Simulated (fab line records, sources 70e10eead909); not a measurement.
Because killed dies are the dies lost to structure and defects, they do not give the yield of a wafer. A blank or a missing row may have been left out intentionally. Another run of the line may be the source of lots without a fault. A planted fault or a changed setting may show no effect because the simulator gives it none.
fab line records ; flow nand-harc
record: lots: 6; wafers: 18; last-day: 24
route steps=1159 shown P_M0@256 END@1159
lots that met no fault: from a run of the same line without faults
start-h: hours from the record's first day to the start of the lot's first wafer shown ; wait-h: hours since the lot's step before ; " as in the row above ; L1.1+2: one row covering several wafers at once ; - either no value or no given start ; * or withheld: withheld ; < > ~ a bound
route shown NAME@n: NAME is a module with steps in the file, n the number in the route of the first one ; usual: the fault-free wafers' mean and standard deviation ; same: alike in all rows ; chamber/n: place in a boat ; sites: the reading at each site ; _std_site: the values' standard deviation ; _edge_site: outer sites' mean less inner sites' ; radius-mm: how far each site lies from the wafer's centre ; mask NAME#n: copy n ; behind: tool/chamber where the wafer was last shaped ; hold: the reason the lot was held/the length of the hold in hours/how it ended ; device: whichever transistor did not switch (one of n, p or np) ; end of line: tests run on the same wafers once the route is complete ; a step given without rows: its recipe and nothing more ; killed: dies that structure and defects cost at the first sort, which is not the same as the wafer's yield ; map: shows each die of a wafer: x if killed, . if not, _ if none is there
set.NAME: the run value of the setting; set.NAME@STEP: its run value at that earlier step ; model.NAME: the simulator's own value behind a step, which no gauge read
lots at some steps of the route; a table a step, a row a wafer
services: when a tool's chamber went out of use (start-h, in hours from the record's first day, below 0 if earlier), for how many hours, and the reason
== steps ==
step: NHARC_P_M0_COAT_33
recipe: temp-c: 200; time-s: 65
step: NHARC_P_M0_COAT_03
recipe: spin-rpm: 1500; resist-thk-nm: 90
step: NHARC_P_M0_SOFTBAKE_04
recipe: temp-c: 105; time-s: 55
step: NHARC_P_M0_EBR_05
step: NHARC_P_M0_EXPOSE_06
recipe: na: 1.35; target-cd-nm: 90; dose-mj: 81.28; mask-id: P_M0
step: NHARC_P_M0_PEB_07
recipe: peb-temp-c: 100; peb-time-s: 65
step: NHARC_P_M0_DEVELOP_08
recipe: develop-time-s: 35; dev-temp-c: 23
step: NHARC_P_M0_CD_MEAS_09
recipe: target-cd-nm: 90; landing-energy-ev: 500
usual: cd-nm: 90.0/0.52
lot.wafer;tool;chamber;start-h;wait-h;cd-nm
L904.1;cd-sem-01;0;107.69;-;89.7
L904.2;cd-sem-01;0;107.69;-;89.9
L904.4;cd-sem-01;0;107.69;-;89.5
L905.1;cd-sem-01;0;126.07;-;90.3
L905.4;cd-sem-01;0;126.07;-;89.7
L905.6;cd-sem-01;0;126.07;-;89.7
L912.1;cd-sem-03;0;171.43;-;89.9
L912.5;cd-sem-03;0;171.43;-;89.9
L912.6;cd-sem-03;0;171.43;-;89.8
L913.3;cd-sem-01;0;171.81;-;89.1
L913.4;cd-sem-01;0;171.81;-;89.2
L913.6;cd-sem-01;0;171.81;-;88.3
L919.1;cd-sem-03;0;214.92;-;90.3
L919.3;cd-sem-03;0;214.92;-;90.0
L919.6;cd-sem-03;0;214.92;-;90.4
L927.3;cd-sem-01;0;245.54;-;90.1
L927.4;cd-sem-01;0;245.54;-;89.8
L927.6;cd-sem-01;0;245.54;-;89.3
step: NHARC_P_M0_OVL_MEAS_10
recipe: pitch-nm: 180
usual: overlay-x-nm: 0.1/0.84; overlay-y-nm: -0.1/0.8
lot.wafer;tool;chamber;start-h;wait-h;overlay-x-nm;overlay-y-nm
L904.1;overlay-01;-;107.79;-;0.6;0.6
L904.2;overlay-01;-;107.79;-;0.0;1.2
L904.4;overlay-01;-;107.79;-;0.3;1.1
L905.1;overlay-01;-;126.16;-;0.7;-1.5
L905.4;overlay-01;-;126.16;-;0.7;-1.9
L905.6;overlay-01;-;126.16;-;0.2;-1.7
L912.1;overlay-01;-;171.52;-;1.0;-0.9
L912.5;overlay-01;-;171.52;-;1.2;-0.6
L912.6;overlay-01;-;171.52;-;0.8;-0.5
L913.3;overlay-01;-;171.90;-;-0.7;-1.3
L913.4;overlay-01;-;171.90;-;-0.4;-1.1
L913.6;overlay-01;-;171.90;-;-1.0;-1.0
L919.1;overlay-01;-;215.02;-;0.1;-0.4
L919.3;overlay-01;-;215.02;-;0.7;-0.6
L919.6;overlay-01;-;215.02;-;0.3;-0.3
L927.3;overlay-01;-;245.63;-;0.7;-0.8
L927.4;overlay-01;-;245.63;-;0.6;-0.3
L927.6;overlay-01;-;245.63;-;0.3;-0.9
step: NHARC_P_M0_INSPECT_11
usual: raw-defect-count: 4.0/2.2
lot.wafer;tool;chamber;start-h;wait-h;raw-defect-count
L904.1;defect-inspect-01;-;107.83;0.0;2
L904.2;defect-inspect-01;-;107.83;0.0;1
L904.4;defect-inspect-01;-;107.83;0.0;4
L905.1;defect-inspect-02;-;126.19;0.0;8
L905.4;defect-inspect-02;-;126.19;0.0;5
L905.6;defect-inspect-02;-;126.19;0.0;8
L912.1;defect-inspect-02;-;171.55;0.0;7
L912.5;defect-inspect-02;-;171.55;0.0;2
L912.6;defect-inspect-02;-;171.55;0.0;3
L913.3;defect-inspect-01;-;171.93;0.0;3
L913.4;defect-inspect-01;-;171.93;0.0;3
L913.6;defect-inspect-01;-;171.93;0.0;4
L919.1;defect-inspect-01;-;215.06;0.0;1
L919.3;defect-inspect-01;-;215.06;0.0;4
L919.6;defect-inspect-01;-;215.06;0.0;4
L927.3;defect-inspect-01;-;245.66;0.0;5
L927.4;defect-inspect-01;-;245.66;0.0;4
L927.6;defect-inspect-01;-;245.66;0.0;5
step: NHARC_P_M0_DESCUM_14
recipe: time-s: 3; o2-flow-sccm: 200; ar-flow-sccm: 0; bias-power-w: 0; chemistry: O2
usual: drypump-motor-current-A: 6.1/0.37; oes-product-au: 1.003/0.0088; rf-vpp-V: 58.0/0.92; showerhead-plenum-p-Torr: 1.96/0.087; throttle-valve-pct: 11.311/0.0082
lot.wafer;tool;chamber;start-h;wait-h;drypump-motor-current-A;oes-product-au;rf-hours-counter-h;rf-vpp-V;showerhead-plenum-p-Torr;throttle-valve-pct
L904.2;rie-diel-08;1;107.89;0.1;6.3;1.013;10;57.3;2.05;11.321
L904.1;rie-diel-08;2;107.89;0.1;5.6;1.020;10;59.1;1.81;11.303
L904.4;rie-diel-08;3;107.89;0.1;6.2;0.997;11;57.6;2.07;11.314
L905.4;rie-diel-02;0;126.26;0.1;6.3;1.003;11;57.1;2.07;11.315
L905.1;rie-diel-02;1;126.26;0.1;6.7;1.013;11;57.5;1.94;11.319
L905.6;rie-diel-02;0;126.26;0.1;6.3;1.015;-;57.9;2.07;11.326
L912.1;rie-diel-02;1;171.61;0.1;6.7;1.004;1;57.6;1.94;11.315
L912.6;rie-diel-02;1;171.61;0.1;6.7;1.010;-;57.1;1.94;11.300
L912.5;rie-diel-02;2;171.61;0.1;6.2;1.016;-;58.2;1.99;11.301
L913.4;rie-diel-02;0;172.00;0.1;6.4;1.009;1;58.8;2.07;11.320
L913.3;rie-diel-02;1;172.00;0.1;6.7;1.003;1;58.7;1.94;11.312
L913.6;rie-diel-02;1;172.00;0.1;6.7;1.013;-;57.2;1.94;11.304
L919.1;rie-diel-11;3;215.13;0.1;6.4;1.009;1;58.0;1.94;11.308
L919.3;rie-diel-11;0;215.13;0.1;5.7;0.999;1;57.0;1.85;11.318
L919.6;rie-diel-11;2;215.13;0.1;5.9;1.005;-;59.0;1.86;11.303
L927.3;rie-diel-08;3;245.72;0.1;6.2;0.989;8;59.0;2.06;11.310
L927.4;rie-diel-08;1;245.72;0.1;6.4;0.993;9;57.8;2.05;11.312
L927.6;rie-diel-08;0;245.72;0.1;5.7;0.995;-;57.8;1.82;11.312
step: NHARC_P_M0_ETCH_34
recipe: target-depth-a: 400; overetch-a: 120; time-s: 43.94; ion-energy-ev: 200; n2-flow-sccm: 150; h2-flow-sccm: 150; ar-flow-sccm: 0; rf-w: 400; bias-w: 150; chemistry: N2/H2
usual: drypump-motor-current-A: 6.1/0.37; n2-flow-sccm: 149.9/0.44; oes-product-au: 1.001/0.0078; rf-vpp-V: 431.6/2.7; run-length-s: 65.3/0.63; showerhead-plenum-p-Torr: 2.08/0.094; throttle-valve-pct: 14.172/0.0096
lot.wafer;tool;chamber;start-h;wait-h;drypump-motor-current-A;n2-flow-sccm;oes-product-au;rf-hours-counter-h;rf-vpp-V;run-length-s;showerhead-plenum-p-Torr;throttle-valve-pct
L904.2;rie-diel-08;1;107.98;0.1;6.3;151.1;0.998;10;434.1;66.0;2.19;14.187
L904.4;rie-diel-08;2;107.98;0.1;5.6;150.1;1.013;10;426.0;66.2;1.93;14.165
L904.1;rie-diel-08;3;107.98;0.1;6.2;149.6;1.008;11;433.7;64.4;2.21;14.174
L905.1;rie-diel-02;3;126.35;0.1;5.7;149.6;1.014;4;429.6;65.9;2.03;14.176
L905.4;rie-diel-02;0;126.35;0.1;6.4;150.3;1.001;11;434.6;65.4;2.21;14.170
L905.6;rie-diel-02;3;126.35;0.1;5.7;150.1;1.002;-;431.2;66.2;2.03;14.176
L912.1;rie-diel-02;1;171.71;0.1;6.7;150.1;0.997;1;430.7;64.5;2.06;14.162
L912.5;rie-diel-02;3;171.71;0.1;5.7;149.9;0.994;-;429.1;66.2;2.03;14.176
L912.6;rie-diel-02;0;171.71;0.1;6.4;149.1;1.004;-;433.8;64.9;2.21;14.177
L913.4;rie-diel-02;3;172.09;0.1;5.7;149.9;0.980;1;429.3;66.4;2.03;14.166
L913.3;rie-diel-02;1;172.09;0.1;6.7;149.7;1.015;1;430.1;64.4;2.06;14.166
L913.6;rie-diel-02;3;172.09;0.1;5.7;149.4;0.996;-;429.8;66.1;2.03;14.192
L919.3;rie-diel-11;1;215.21;0.1;5.5;150.4;0.987;0;433.8;66.3;2.17;14.167
L919.1;rie-diel-11;2;215.21;0.1;5.8;149.6;1.001;1;427.7;65.5;1.98;14.174
L919.6;rie-diel-11;2;215.21;0.1;5.9;149.7;1.004;-;429.7;65.0;1.98;14.176
L927.3;rie-diel-08;2;245.82;0.1;5.7;150.8;1.017;8;429.0;65.8;1.92;14.164
L927.4;rie-diel-08;3;245.82;0.1;6.2;149.9;0.996;8;435.9;64.1;2.21;14.164
L927.6;rie-diel-08;0;245.82;0.1;5.7;150.0;1.006;-;427.5;64.7;1.93;14.168
step: NHARC_P_M0_ETCH_15
recipe: target-depth-a: 1500; overetch-a: 150; time-s: 82.5; c4f8-flow-sccm: withheld; ar-flow-sccm: 400; rf-w: 600; bias-w: 300; chemistry: C4F8/Ar
usual: oes-product-au: 0.959/0.021; rf-vpp-V: 442.1/2.9; run-length-s: 103.8/0.6
lot.wafer;tool;chamber;start-h;wait-h;oes-product-au;rf-hours-counter-h;rf-vpp-V;run-length-s
L904.2;rie-diel-08;0;108.07;-;0.921;11;436.5;103.7
L904.4;rie-diel-08;1;108.07;-;0.935;10;445.7;104.3
L904.1;rie-diel-08;2;108.07;-;0.942;10;437.1;104.6
L905.4;rie-diel-02;3;126.43;-;0.954;4;439.6;105.0
L905.1;rie-diel-02;0;126.43;-;0.966;11;446.0;103.3
L905.6;rie-diel-02;3;126.43;-;0.949;-;440.3;104.8
L912.1;rie-diel-02;3;171.79;-;0.985;1;440.2;105.1
L912.6;rie-diel-02;3;171.79;-;0.976;-;441.6;60.6
L912.5;rie-diel-02;0;171.79;-;0.988;-;445.7;103.2
L913.4;rie-diel-02;0;172.18;-;0.979;1;445.4;58.9
L913.3;rie-diel-02;2;172.18;-;0.991;1;443.2;104.0
L913.6;rie-diel-02;0;172.18;-;0.980;-;446.5;58.8
L919.1;rie-diel-11;3;215.31;-;0.948;1;442.4;104.2
L919.3;rie-diel-11;0;215.31;-;0.977;1;439.2;103.5
L919.6;rie-diel-11;1;215.31;-;0.969;-;444.8;104.3
L927.4;rie-diel-08;1;245.90;-;0.933;9;445.3;104.4
L927.3;rie-diel-08;3;245.90;-;0.924;8;446.1;103.5
L927.6;rie-diel-08;1;245.90;-;0.925;-;444.0;104.2
step: NHARC_P_M0_CD_MEAS_16
usual: cd-nm: 90.1/0.6
lot.wafer;tool;chamber;start-h;wait-h;cd-nm
L904.1;cd-sem-02;-;108.20;-;89.1
L904.2;cd-sem-02;-;108.20;-;89.9
L904.4;cd-sem-02;-;108.20;-;89.5
L905.1;cd-sem-02;-;126.56;-;90.6
L905.4;cd-sem-02;-;126.56;-;89.8
L905.6;cd-sem-02;-;126.56;-;89.3
L912.1;cd-sem-02;-;171.91;-;89.5
L912.5;cd-sem-02;-;171.91;-;90.3
L912.6;cd-sem-02;-;171.91;-;89.6
L913.3;cd-sem-02;-;172.31;-;89.7
L913.4;cd-sem-02;-;172.31;-;89.0
L913.6;cd-sem-02;-;172.31;-;88.5
L919.1;cd-sem-01;-;215.42;-;90.9
L919.3;cd-sem-01;-;215.42;-;90.0
L919.6;cd-sem-01;-;215.42;-;90.4
L927.3;cd-sem-03;-;246.03;-;90.6
L927.4;cd-sem-03;-;246.03;-;90.8
L927.6;cd-sem-03;-;246.03;-;90.1
step: NHARC_END_SORT_01
recipe: temp-c: 25
usual: defect-limited-yield: 95.2/1.4; killed-at-array: 28/8.9; killed-at-other: 0.8/1.2; killed-at-periphery: 3.3/2.3; killed-dies: 32/9.4; killed-open: 3.2/1.8; killed-short: 1.9/1.4; sort_bin_2_pct: 1.4/0.56; sort_bin_3_pct: 0.26/0.21; sort_bin_4_pct: 3.1/1; sort-n-pass: 645/9.4; sort-rim-yield-pct: 95.7/2.4; sort-yield-pct: 95.2/1.4
same: gross-dies: 677; sort_bin_5_pct[%]: 0; sort_bin_6_pct[%]: 0; sort_bin_7_pct[%]: 0; sort_bin_8_pct[%]: 0; sort-rim-n-gross: 106.00
lot.wafer;tool;chamber;start-h;wait-h;defect-limited-yield[%];killed-at-array;killed-at-other;killed-at-periphery;killed-dies;killed-open;killed-short;sort_bin_2_pct[%];sort_bin_3_pct[%];sort_bin_4_pct[%];sort-n-pass;sort-rim-yield-pct[%];sort-yield-pct[%]
L913.3;prober-01;0;496.42;3.1;96.9;16;1;4;21;5;1;1.3;0.30;1.5;656;95.3;96.9
L913.4;prober-01;0;497.23;3.4;0;25;2;650;677;4;0;97.0;0.30;2.7;0;0;0
L913.6;prober-01;0;498.86;4.1;0;20;0;657;677;4;3;97.5;0.15;2.4;0;0;0
L912.6;prober-02;0;514.44;4.0;0;25;0;652;677;4;1;96.6;0.30;3.1;0;0;0
killed by level:class
L913.3 A_CHANNEL_HOLE_D1:chamber-film-flake=3 A_CONTACT:geometric-particle:open=2 A_WL_FILL:chamber-film-flake=2 A_CONTACT:chamber-film-flake=2 P_M0:geometric-particle:open=1 A_CHANNEL_FILL_D1:geometric-particle:open=1 A_WL_FILL:geometric-particle:short=1 A_WL_FILL:geometric-particle:open=1
L913.4 P_M0:area-etch=650 A_CONTACT:chamber-film-flake=8 A_CHANNEL_HOLE_D1:chamber-film-flake=4 A_ZERO_WELL:chamber-film-flake=2 A_CHANNEL_FILL_D1:chamber-film-flake=2 A_STAIRCASE:chamber-film-flake=2 A_SLIT:chamber-film-flake=2 THIN_TSV:chamber-film-flake=2
L913.6 P_M0:area-etch=654 A_STAIRCASE:chamber-film-flake=5 A_CONTACT:chamber-film-flake=4 A_CHANNEL_HOLE_D1:chamber-film-flake=3 P_STI:geometric-particle:open=1 P_GATE:geometric-particle:short=1 A_CHANNEL_HOLE_D1:geometric-particle:open=1 A_SLIT:geometric-particle:short=1
L912.6 P_M0:area-etch=646 A_SLIT:chamber-film-flake=14 A_CHANNEL_HOLE_D1:chamber-film-flake=4 P_M1:geometric-particle:open=3 A_STAIRCASE:chamber-film-flake=3 P_M0:geometric-particle:open=1 A_ONON_D1:geometric-particle:short=1 P_GATE:chamber-film-flake=1
map L912.6 (x killed, . not)
____________x____________
_________xxxxxxx_________
_______xxxxxxxxxxx_______
______xxxxxxxxxxxxx______
_____xxxxxxxxxxxxxxx_____
____xxxxxxxxxxxxxxxxx____
____xxxxxxxxxxxxxxxxx____
___xxxxxxxxxxxxxxxxxxx___
___xxxxxxxxxxxxxxxxxxx___
__xxxxxxxxxxxxxxxxxxxxx__
__xxxxxxxxxxxxxxxxxxxxx__
_xxxxxxxxxxxxxxxxxxxxxxx_
_xxxxxxxxxxxxxxxxxxxxxxx_
_xxxxxxxxxxxxxxxxxxxxxxx_
_xxxxxxxxxxxxxxxxxxxxxxx_
_xxxxxxxxxxxxxxxxxxxxxxx_
xxxxxxxxxxxxxxxxxxxxxxxxx
xxxxxxxxxxxxxxxxxxxxxxxxx
xxxxxxxxxxxxxxxxxxxxxxxxx
xxxxxxxxxxxxxxxxxxxxxxxxx
xxxxxxxxxxxxxxxxxxxxxxxxx
_xxxxxxxxxxxxxxxxxxxxxxx_
_xxxxxxxxxxxxxxxxxxxxxxx_
_xxxxxxxxxxxxxxxxxxxxxxx_
_xxxxxxxxxxxxxxxxxxxxxxx_
_xxxxxxxxxxxxxxxxxxxxxxx_
__xxxxxxxxxxxxxxxxxxxxx__
__xxxxxxxxxxxxxxxxxxxxx__
___xxxxxxxxxxxxxxxxxxx___
___xxxxxxxxxxxxxxxxxxx___
____xxxxxxxxxxxxxxxxx____
____xxxxxxxxxxxxxxxxx____
_____xxxxxxxxxxxxxxx_____
______xxxxxxxxxxxxx______
_______xxxxxxxxxxx_______
_________xxxxxxx_________
____________x____________
map L913.4 (x killed, . not)
____________x____________
_________xxxxxxx_________
_______xxxxxxxxxxx_______
______xxxxxxxxxxxxx______
_____xxxxxxxxxxxxxxx_____
____xxxxxxxxxxxxxxxxx____
____xxxxxxxxxxxxxxxxx____
___xxxxxxxxxxxxxxxxxxx___
___xxxxxxxxxxxxxxxxxxx___
__xxxxxxxxxxxxxxxxxxxxx__
__xxxxxxxxxxxxxxxxxxxxx__
_xxxxxxxxxxxxxxxxxxxxxxx_
_xxxxxxxxxxxxxxxxxxxxxxx_
_xxxxxxxxxxxxxxxxxxxxxxx_
_xxxxxxxxxxxxxxxxxxxxxxx_
_xxxxxxxxxxxxxxxxxxxxxxx_
xxxxxxxxxxxxxxxxxxxxxxxxx
xxxxxxxxxxxxxxxxxxxxxxxxx
xxxxxxxxxxxxxxxxxxxxxxxxx
xxxxxxxxxxxxxxxxxxxxxxxxx
xxxxxxxxxxxxxxxxxxxxxxxxx
_xxxxxxxxxxxxxxxxxxxxxxx_
_xxxxxxxxxxxxxxxxxxxxxxx_
_xxxxxxxxxxxxxxxxxxxxxxx_
_xxxxxxxxxxxxxxxxxxxxxxx_
_xxxxxxxxxxxxxxxxxxxxxxx_
__xxxxxxxxxxxxxxxxxxxxx__
__xxxxxxxxxxxxxxxxxxxxx__
___xxxxxxxxxxxxxxxxxxx___
___xxxxxxxxxxxxxxxxxxx___
____xxxxxxxxxxxxxxxxx____
____xxxxxxxxxxxxxxxxx____
_____xxxxxxxxxxxxxxx_____
______xxxxxxxxxxxxx______
_______xxxxxxxxxxx_______
_________xxxxxxx_________
____________x____________
== services ==
tool;chamber;start-h;hours;kind
rie-diel-11;2;91.44;12.8;repair
rie-diel-02;0;105.35;-;clean
rie-diel-02;1;105.35;-;clean
rie-diel-02;2;105.35;-;clean
rie-diel-02;3;105.35;-;clean
rie-diel-08;-;124.84;9.0;pm
rie-diel-02;0;129.87;-;clean
rie-diel-02;1;129.87;-;clean
rie-diel-02;2;129.87;-;clean
rie-diel-02;3;129.87;-;clean
rie-diel-02;-;150.70;9.0;pm
rie-diel-02;0;150.70;9.0;vent-cycle
rie-diel-02;1;150.70;9.0;vent-cycle
rie-diel-02;2;150.70;9.0;vent-cycle
rie-diel-02;3;150.70;9.0;vent-cycle
rie-diel-02;0;159.70;-;clean
rie-diel-02;1;159.70;-;clean
rie-diel-02;2;159.70;-;clean
rie-diel-11;1;177.06;3.2;repair
rie-diel-08;0;189.05;6.7;repair
rie-diel-11;-;189.50;9.0;pm
rie-diel-08;1;197.49;1.6;repair
rie-diel-11;1;199.61;6.7;repair
rie-diel-02;1;202.69;7.0;repair
== key ==
first-sign: step: NHARC_P_M0_ETCH_15; reading: run-length-s; direction: down; sigmas: 74; usual: *; struck: *
effect: step: NHARC_END_SORT_01; reading: killed-at-periphery; direction: up; sigmas: 99+; usual: 3.3; struck: 653
more-kills-born-at: NHARC_P_M0_ETCH_15@rie-diel-02: 1950
met-at NHARC_P_M0_ETCH_15
struck-wafers L912.6,L913.4,L913.6
later-rows-left-out L912.6,L913.4,L913.6
onset-between 126.43 171.79
fault: kind: process-parameter-drift; tool: rie-diel-02; chamber: -; onset-h: 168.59; steps: NHARC_P_M0_ETCH_15; channel: time-s; offset: *; shape: step; end-h: 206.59; scope: struck-wafers-only; acts-in: *; stated: *
later-rows-left-out: the simulator's readings of these wafers behind a module that went badly wrong aren't trusted and aren't shown, but for the sort
